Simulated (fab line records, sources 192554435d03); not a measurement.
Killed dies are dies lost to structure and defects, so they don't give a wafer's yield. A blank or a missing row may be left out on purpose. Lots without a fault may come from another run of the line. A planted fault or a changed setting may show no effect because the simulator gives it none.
Which tool did it? | flow n5_finfet | 23 lots, 69 wafers sampled, at 6 steps of a route of 1938

WHAT THE GAUGES READ, wafer by wafer
The record holds no reading of a measuring or inspecting step that can be judged against a usual standard deviation.

WHICH TOOL RAN EACH LOT (tool, then ch and the chambers of the sampled wafers, then the start)
lot  | N5_BEOL_M1_DESCUM_16               | N5_BEOL_M1_ETCH_74                 | N5_BEOL_M1_STRIP_97                           | N5_BEOL_M1_ALD_84                   | N5_BEOL_M1_SPUTTER_48        | N5_BEOL_M1_ANNEAL_80
L075 | rie_diel-02 ch 2,3, day 6 10:10    | rie_diel-02 ch 2,3, day 6 10:13    | rie_diel-03 ch 1,2,3, day 6 12:30 or earlier  | ald_metal-01 ch 1,2,3, day 6 12:30  | pvd_sputter-02, day 6 12:57  | pvd_sputter-02, day 6 13:15
L076 | rie_diel-05 ch 0,1, day 6 10:20    | rie_diel-05 ch 0,1, day 6 10:22    | rie_diel-03 ch 1,2,3, day 6 12:58 or earlier  | ald_metal-01 ch 1,3, day 6 12:58    | pvd_sputter-03, day 6 15:08  | pvd_sputter-03, day 6 15:26
L077 | rie_diel-03 ch 1,2,3, day 6 23:31  | rie_diel-03 ch 1,2,3, day 6 23:32  | rie_diel-05 ch 0,1,3, day 7 05:41 or earlier  | ald_metal-01 ch 0,2,3, day 7 05:41  | pvd_sputter-02, day 7 07:08  | pvd_sputter-02, day 7 07:26
L078 | rie_diel-03 ch 0,1, day 7 04:28    | rie_diel-03 ch 0,1, day 7 04:29    | rie_diel-03 ch 2,3, day 7 11:32 or earlier    | ald_metal-04 ch 1,2,3, day 7 11:32  | pvd_sputter-01, day 7 12:04  | pvd_sputter-01, day 7 12:22
L079 | rie_diel-05 ch 1,2, day 7 09:13    | rie_diel-05 ch 1,2, day 7 09:15    | rie_diel-05 ch 0,1,2, day 7 11:38 or earlier  | ald_metal-01 ch 1,2,3, day 7 11:38  | pvd_sputter-02, day 7 12:13  | pvd_sputter-02, day 7 12:31
L081 | rie_diel-02 ch 1,3, day 7 21:07    | rie_diel-02 ch 1,3, day 7 21:09    | rie_diel-03 ch 0,1,3, day 8 07:29 or earlier  | ald_metal-04 ch 0,2,3, day 8 07:29  | pvd_sputter-03, day 8 08:11  | pvd_sputter-03, day 8 08:29
L080 | rie_diel-05 ch 0,2,3, day 7 21:37  | rie_diel-05 ch 0,2,3, day 7 21:39  | rie_diel-02 ch 1,2, day 8 07:40 or earlier    | ald_metal-02 ch 0,1,3, day 8 07:40  | pvd_sputter-01, day 8 08:24  | pvd_sputter-01, day 8 08:43
L082 | rie_diel-03 ch 0,2, day 8 07:23    | rie_diel-03 ch 0,2, day 8 07:25    | rie_diel-05 ch 0,1, day 8 16:43 or earlier    | ald_metal-02 ch 1,2,3, day 8 16:43  | pvd_sputter-03, day 8 17:32  | pvd_sputter-03, day 8 17:50
L083 | rie_diel-05 ch 0,1, day 8 07:25    | rie_diel-05 ch 0,1, day 8 07:27    | rie_diel-02 ch 1,2,3, day 8 16:14 or earlier  | ald_metal-02 ch 0,1, day 8 16:14    | pvd_sputter-01, day 8 16:46  | pvd_sputter-01, day 8 17:05
L084 | rie_diel-03 ch 0,2,3, day 8 15:14  | rie_diel-03 ch 0,2,3, day 8 15:16  | rie_diel-02 ch 0,2, day 8 18:55 or earlier    | ald_metal-01 ch 0,1,2, day 8 18:55  | pvd_sputter-02, day 8 19:28  | pvd_sputter-02, day 8 19:46
L085 | rie_diel-02 ch 0,1,2, day 8 20:07  | rie_diel-02 ch 0,1,2, day 8 20:10  | rie_diel-02 ch 0,1,2, day 8 23:52 or earlier  | ald_metal-04 ch 2,3, day 8 23:52    | pvd_sputter-03, day 9 01:03  | pvd_sputter-03, day 9 01:21
L086 | rie_diel-02 ch 2,3, day 9 08:07    | rie_diel-02 ch 2,3, day 9 08:09    | rie_diel-03 ch 0,1,3, day 9 18:37 or earlier  | ald_metal-01 ch 2,3, day 9 18:37    | pvd_sputter-01, day 9 19:07  | pvd_sputter-01, day 9 19:25
L088 | rie_diel-02 ch 0,1,3, day 9 10:48  | rie_diel-02 ch 0,1,3, day 9 10:50  | rie_diel-02 ch 0,2,3, day 9 15:34 or earlier  | ald_metal-02 ch 0,3, day 9 15:34    | pvd_sputter-01, day 9 16:05  | pvd_sputter-01, day 9 16:23
L087 | rie_diel-05 ch 1,2,3, day 9 11:29  | rie_diel-05 ch 1,2,3, day 9 11:32  | rie_diel-02 ch 0,2, day 9 18:58 or earlier    | ald_metal-04 ch 0,1,3, day 9 18:58  | pvd_sputter-02, day 9 21:05  | pvd_sputter-02, day 9 21:23
L089 | rie_diel-03 ch 0,1,2, day 9 22:17  | rie_diel-03 ch 0,1,2, day 9 22:20  | rie_diel-03 ch 1,2, day 10 00:19 or earlier   | ald_metal-02 ch 1,3, day 10 00:19   | pvd_sputter-03, day 10 01:34 | pvd_sputter-03, day 10 01:52
L090 | rie_diel-05 ch 0,1,2, day 9 22:31  | rie_diel-05 ch 0,1,2, day 9 22:33  | rie_diel-05 ch 2,3, day 10 02:53 or earlier   | ald_metal-04 ch 0,1,2, day 10 02:53 | pvd_sputter-03, day 10 03:25 | pvd_sputter-03, day 10 03:43
L091 | rie_diel-02 ch 0,1, day 10 03:01   | rie_diel-02 ch 0,1, day 10 03:04   | rie_diel-03 ch 0,1,3, day 10 16:04 or earlier | ald_metal-04 ch 1,2,3, day 10 16:04 | pvd_sputter-03, day 10 16:35 | pvd_sputter-03, day 10 16:53
L092 | rie_diel-02 ch 0,1,2, day 10 11:02 | rie_diel-02 ch 0,1,2, day 10 11:05 | rie_diel-02 ch 0,1,2, day 10 15:58 or earlier | ald_metal-01 ch 0,1,2, day 10 15:58 | pvd_sputter-01, day 10 16:31 | pvd_sputter-01, day 10 16:49
L093 | rie_diel-05 ch 1,2, day 10 19:58   | rie_diel-05 ch 1,2, day 10 20:01   | rie_diel-02 ch 1,2,3, day 11 01:54 or earlier | ald_metal-01 ch 1,2,3, day 11 01:54 | pvd_sputter-03, day 11 02:37 | pvd_sputter-03, day 11 02:55
L094 | rie_diel-03 ch 0,1,3, day 10 21:17 | rie_diel-03 ch 0,1,3, day 10 21:19 | rie_diel-05 ch 0,2,3, day 11 07:03 or earlier | ald_metal-04 ch 0,2,3, day 11 07:03 | pvd_sputter-01, day 11 07:36 | pvd_sputter-01, day 11 07:54
L095 | rie_diel-05 ch 1,3, day 11 01:53   | rie_diel-05 ch 1,3, day 11 01:56   | rie_diel-03 ch 1,2,3, day 11 05:43 or earlier | ald_metal-01 ch 0,1,2, day 11 05:43 | pvd_sputter-02, day 11 06:16 | pvd_sputter-02, day 11 06:34
L096 | rie_diel-02 ch 1,2,3, day 11 13:34 | rie_diel-02 ch 1,2,3, day 11 13:37 | rie_diel-05 ch 0,2,3, day 11 23:14 or earlier | ald_metal-04 ch 0,1,2, day 11 23:14 | pvd_sputter-02, day 11 23:55 | pvd_sputter-02, day 12 00:13
L097 | rie_diel-05 ch 0,1,3, day 11 22:46 | rie_diel-05 ch 0,1,3, day 11 22:47 | rie_diel-03 ch 0,1,3, day 12 02:51 or earlier | ald_metal-04 ch 2,3, day 12 02:51   | pvd_sputter-02, day 12 03:28 | pvd_sputter-02, day 12 03:46
- N5_BEOL_M1_DESCUM_16: chemistry O2, time 7 s.
- N5_BEOL_M1_ETCH_74: etches underlayer in N2/H2, target depth 6.5 nm, time 5.2 s.
- N5_BEOL_M1_STRIP_97: strips in N2/H2, time 10 s.
- N5_BEOL_M1_ALD_84: deposits TaN, pulse time 2 s, purge time 3 s, co reactant purge time 2 s.
- N5_BEOL_M1_SPUTTER_48: material Cu, target thk 4.5 nm, time 8.29 s.
- N5_BEOL_M1_ANNEAL_80: time 240 s.

WHAT THE TOOLS THEMSELVES READ (means of the sampled wafers that have a number; where no wafer has one, the mark that the record gives instead)
N5_BEOL_M1_DESCUM_16.
lot  | tool        | drypump_motor_current_A (A) | oes_product_au (a.u.) | rf_vpp_V (V) | showerhead_plenum_p_Torr (Torr) | temp_c (C) | throttle_valve_pct (%)
L075 | rie_diel-02 | 5.7                         | 0.76                  | 243.0        | 2.11                            | 39.96      | 20.67
L076 | rie_diel-05 | 5.7                         | 0.75                  | 243.5        | 2.13                            | 39.91      | 20.21
L077 | rie_diel-03 | 5.7                         | 0.82                  | 243.8        | 2.15                            | 40.02      | 20.33
L078 | rie_diel-03 | 5.0                         | 0.90                  | 243.6        | 2.12                            | 39.98      | 20.28
L079 | rie_diel-05 | 5.8                         | 0.80                  | 244.2        | 2.14                            | 39.97      | 20.22
L081 | rie_diel-02 | 5.5                         | 0.78                  | 243.1        | 2.07                            | 39.86      | 20.51
L080 | rie_diel-05 | 6.1                         | 0.79                  | 242.8        | 2.08                            | 40.04      | 20.42
L082 | rie_diel-03 | 5.4                         | 0.79                  | 243.6        | 2.09                            | 39.94      | 20.51
L083 | rie_diel-05 | 5.7                         | 0.74                  | 243.9        | 2.13                            | 40.06      | 20.23
L084 | rie_diel-03 | 5.9                         | 0.78                  | 242.7        | 2.11                            | 40.05      | 20.44
L085 | rie_diel-02 | 5.9                         | 0.80                  | 242.8        | 2.07                            | 39.93      | 20.37
L086 | rie_diel-02 | 5.7                         | 0.74                  | 243.6        | 2.10                            | 40.04      | 20.70
L088 | rie_diel-02 | 5.5                         | 0.81                  | 242.0        | 2.06                            | 39.93      | 20.34
L087 | rie_diel-05 | 5.9                         | 0.79                  | 243.4        | 2.11                            | 39.82      | 20.42
L089 | rie_diel-03 | 5.3                         | 0.80                  | 244.0        | 2.12                            | 39.95      | 20.42
L090 | rie_diel-05 | 5.8                         | 0.75                  | 244.2        | 2.11                            | 39.94      | 20.26
L091 | rie_diel-02 | 5.6                         | 0.81                  | 242.5        | 2.04                            | 39.99      | 20.23
L092 | rie_diel-02 | 5.9                         | 0.79                  | 243.0        | 2.07                            | 40.10      | 20.40
L093 | rie_diel-05 | 5.8                         | 0.78                  | 243.8        | 2.13                            | 40.18      | 20.27
L094 | rie_diel-03 | 5.6                         | 0.83                  | 243.3        | 2.10                            | 39.94      | 20.35
L095 | rie_diel-05 | 5.9                         | 0.75                  | 244.4        | 2.12                            | 40.10      | 20.41
L096 | rie_diel-02 | 5.9                         | 0.74                  | 243.3        | 2.07                            | 40.00      | 20.59
L097 | rie_diel-05 | 5.9                         | 0.74                  | 242.2        | 2.08                            | 40.09      | 20.45

N5_BEOL_M1_ETCH_74.
lot  | tool        | drypump_motor_current_A (A) | etch_rf_on_time_s (s) | oes_product_au (a.u.) | rf_vpp_V (V) | showerhead_plenum_p_Torr (Torr) | throttle_valve_pct (%)
L075 | rie_diel-02 | 5.8                         | 5.29                  | 0.63                  | 523.6        | 2.56                            | 18.10
L076 | rie_diel-05 | 5.7                         | 5.13                  | 0.64                  | 525.6        | 2.59                            | 17.68
L077 | rie_diel-03 | 5.7                         | 5.14                  | 0.70                  | 525.0        | 2.60                            | 17.74
L078 | rie_diel-03 | 5.0                         | 5.13                  | 0.77                  | 524.5        | 2.57                            | 17.68
L079 | rie_diel-05 | 5.8                         | 5.01                  | 0.69                  | 526.1        | 2.57                            | 17.50
L081 | rie_diel-02 | 5.5                         | 5.17                  | 0.66                  | 523.5        | 2.53                            | 18.11
L080 | rie_diel-05 | 6.0                         | 5.24                  | 0.67                  | 524.4        | 2.51                            | 17.85
L082 | rie_diel-03 | 5.4                         | 5.10                  | 0.68                  | 523.3        | 2.51                            | 17.84
L083 | rie_diel-05 | 5.7                         | 5.20                  | 0.62                  | 525.2        | 2.58                            | 17.71
L084 | rie_diel-03 | 5.9                         | 5.12                  | 0.68                  | 523.2        | 2.55                            | 17.80
L085 | rie_diel-02 | 5.9                         | 5.11                  | 0.69                  | 521.7        | 2.49                            | 17.73
L086 | rie_diel-02 | 5.7                         | 5.24                  | 0.63                  | 524.2        | 2.55                            | 18.14
L088 | rie_diel-02 | 5.5                         | 5.10                  | 0.69                  | 523.2        | 2.50                            | 17.86
L087 | rie_diel-05 | 6.0                         | 5.20                  | 0.67                  | 523.3        | 2.55                            | 17.76
L089 | rie_diel-03 | 5.3                         | 5.11                  | 0.69                  | 523.8        | 2.56                            | 17.80
L090 | rie_diel-05 | 5.8                         | 5.25                  | 0.63                  | 526.0        | 2.55                            | 17.70
L091 | rie_diel-02 | 5.6                         | 4.99                  | 0.71                  | 519.6        | 2.47                            | 17.71
L092 | rie_diel-02 | 5.8                         | 5.14                  | 0.67                  | 522.7        | 2.49                            | 17.76
L093 | rie_diel-05 | 5.8                         | 5.13                  | 0.66                  | 524.4        | 2.56                            | 17.53
L094 | rie_diel-03 | 5.6                         | 5.07                  | 0.71                  | 522.6        | 2.54                            | 17.77
L095 | rie_diel-05 | 5.9                         | 5.23                  | 0.64                  | 524.2        | 2.56                            | 17.82
L096 | rie_diel-02 | 5.9                         | 5.29                  | 0.62                  | 521.4        | 2.50                            | 18.03
L097 | rie_diel-05 | 6.0                         | 5.25                  | 0.63                  | 523.1        | 2.53                            | 17.96

N5_BEOL_M1_STRIP_97.
lot  | tool        | drypump_motor_current_A (A) | oes_product_au (a.u.) | rf_vpp_V (V) | showerhead_plenum_p_Torr (Torr) | temp_c (C) | throttle_valve_pct (%)
L075 | rie_diel-03 | 5.7                         | 0.84                  | 58.7         | 2.60                            | 40.05      | 23.5
L076 | rie_diel-03 | 5.8                         | 0.83                  | 58.8         | 2.60                            | 39.88      | 23.5
L077 | rie_diel-05 | 6.0                         | 0.78                  | 58.9         | 2.54                            | 40.10      | 23.7
L078 | rie_diel-03 | 6.3                         | 0.79                  | 59.2         | 2.58                            | 40.05      | 23.6
L079 | rie_diel-05 | 5.8                         | 0.76                  | 59.9         | 2.55                            | 40.09      | 23.4
L081 | rie_diel-03 | 5.6                         | 0.86                  | 59.1         | 2.55                            | 39.90      | 23.5
L080 | rie_diel-02 | 5.9                         | 0.78                  | 59.6         | 2.47                            | 39.95      | 23.7
L082 | rie_diel-05 | 5.7                         | 0.74                  | 60.0         | 2.57                            | 39.89      | 23.5
L083 | rie_diel-02 | 5.8                         | 0.76                  | 59.1         | 2.51                            | 40.00      | 23.8
L084 | rie_diel-02 | 6.1                         | 0.77                  | 59.1         | 2.51                            | 39.93      | 23.4
L085 | rie_diel-02 | 5.9                         | 0.80                  | 58.7         | 2.49                            | 39.92      | 23.5
L086 | rie_diel-03 | 5.6                         | 0.84                  | 58.3         | 2.54                            | 40.08      | 23.6
L088 | rie_diel-02 | 5.8                         | 0.78                  | 59.5         | 2.52                            | 40.00      | 23.7
L087 | rie_diel-02 | 6.1                         | 0.76                  | 59.8         | 2.51                            | 39.93      | 23.5
L089 | rie_diel-03 | 5.4                         | 0.76                  | 59.0         | 2.60                            | 39.88      | 23.4
L090 | rie_diel-05 | 6.0                         | 0.80                  | 59.1         | 2.52                            | 39.84      | 23.5
L091 | rie_diel-03 | 5.6                         | 0.84                  | 58.9         | 2.54                            | 40.06      | 23.6
L092 | rie_diel-02 | 5.8                         | 0.78                  | 59.4         | 2.49                            | 40.01      | 23.6
L093 | rie_diel-02 | 5.8                         | 0.74                  | 59.7         | 2.50                            | 40.03      | 23.8
L094 | rie_diel-05 | 6.1                         | 0.77                  | 59.5         | 2.50                            | 40.04      | 23.7
L095 | rie_diel-03 | 5.7                         | 0.78                  | 59.7         | 2.58                            | 39.98      | 23.5
L096 | rie_diel-05 | 6.0                         | 0.76                  | 59.3         | 2.50                            | 40.00      | 23.7
L097 | rie_diel-03 | 5.6                         | 0.82                  | 58.6         | 2.53                            | 39.86      | 23.6

N5_BEOL_M1_ALD_84.
lot  | tool         | chamber_pressure_Torr (Torr) | heater_power_w (W) | mfc_carrier_sccm (sccm)
L075 | ald_metal-01 | 3.005                        | 440                | 1502
L076 | ald_metal-01 | 2.997                        | 454                | 1499
L077 | ald_metal-01 | 2.996                        | 444                | 1496
L078 | ald_metal-04 | 3.000                        | 415                | 1501
L079 | ald_metal-01 | 2.998                        | 436                | 1501
L081 | ald_metal-04 | 3.007                        | 418                | 1499
L080 | ald_metal-02 | 2.996                        | 372                | 1499
L082 | ald_metal-02 | 3.005                        | 394                | 1501
L083 | ald_metal-02 | 2.997                        | 405                | 1500
L084 | ald_metal-01 | 3.002                        | 418                | 1497
L085 | ald_metal-04 | 2.997                        | 394                | 1503
L086 | ald_metal-01 | 2.991                        | 458                | 1502
L088 | ald_metal-02 | 3.005                        | 345                | 1501
L087 | ald_metal-04 | 2.999                        | 431                | 1503
L089 | ald_metal-02 | 3.001                        | 390                | 1500
L090 | ald_metal-04 | 2.996                        | 444                | 1500
L091 | ald_metal-04 | 2.995                        | 422                | 1500
L092 | ald_metal-01 | 2.994                        | 415                | 1504
L093 | ald_metal-01 | 2.998                        | 438                | 1500
L094 | ald_metal-04 | 2.998                        | 422                | 1500
L095 | ald_metal-01 | 2.992                        | 417                | 1498
L096 | ald_metal-04 | 3.005                        | 446                | 1498
L097 | ald_metal-04 | 3.006                        | 411                | 1501

N5_BEOL_M1_SPUTTER_48.
lot  | tool           | throttle_valve_pct (%)
L075 | pvd_sputter-02 | 31.9
L076 | pvd_sputter-03 | 30.0
L077 | pvd_sputter-02 | 29.5
L078 | pvd_sputter-01 | 30.9
L079 | pvd_sputter-02 | 30.6
L081 | pvd_sputter-03 | 29.6
L080 | pvd_sputter-01 | 29.7
L082 | pvd_sputter-03 | 30.0
L083 | pvd_sputter-01 | 29.8
L084 | pvd_sputter-02 | 30.2
L085 | pvd_sputter-03 | 29.5
L086 | pvd_sputter-01 | 30.3
L088 | pvd_sputter-01 | 29.8
L087 | pvd_sputter-02 | 30.7
L089 | pvd_sputter-03 | 29.7
L090 | pvd_sputter-03 | 28.9
L091 | pvd_sputter-03 | 30.1
L092 | pvd_sputter-01 | 30.4
L093 | pvd_sputter-03 | 29.9
L094 | pvd_sputter-01 | 29.6
L095 | pvd_sputter-02 | 28.3
L096 | pvd_sputter-02 | 29.7
L097 | pvd_sputter-02 | 29.6

N5_BEOL_M1_ANNEAL_80.
lot  | tool           | heater_power_w (W)
L075 | pvd_sputter-02 | 795
L076 | pvd_sputter-03 | 835
L077 | pvd_sputter-02 | 807
L078 | pvd_sputter-01 | 793
L079 | pvd_sputter-02 | 811
L081 | pvd_sputter-03 | 857
L080 | pvd_sputter-01 | 779
L082 | pvd_sputter-03 | 844
L083 | pvd_sputter-01 | 784
L084 | pvd_sputter-02 | 831
L085 | pvd_sputter-03 | 831
L086 | pvd_sputter-01 | 764
L088 | pvd_sputter-01 | 724
L087 | pvd_sputter-02 | 800
L089 | pvd_sputter-03 | 849
L090 | pvd_sputter-03 | 834
L091 | pvd_sputter-03 | 843
L092 | pvd_sputter-01 | 764
L093 | pvd_sputter-03 | 819
L094 | pvd_sputter-01 | 786
L095 | pvd_sputter-02 | 845
L096 | pvd_sputter-02 | 816
L097 | pvd_sputter-02 | 813

THE ANSWER, worked out from the rows above alone
Rule: what is usual is taken from the lots themselves. Put in order of their means at a reading, lots are off if they are a third of the lots or fewer, leave a main group of 4 or more, and stand apart from it by a gap of 3 or more times the standard deviation of the main group's means; of several such gaps the widest counts. A main group whose means are all the same, to the digits that the tables above print for the reading, isn't used. A lot without any number at a reading at which 4 lots or more have one is off too. The other lots that the step has rows for count as sound. The gauges are gone through in route order, then the tools' own readings, and for those a lot's mean is taken as printed above. The first step at which some lot is off is used, and at that step the reading that is off furthest; a lot without a number counts as furthest.
No lot is off at any reading shown: from this, nothing can be told.

WHAT THE SIMULATOR HAD PUT IN
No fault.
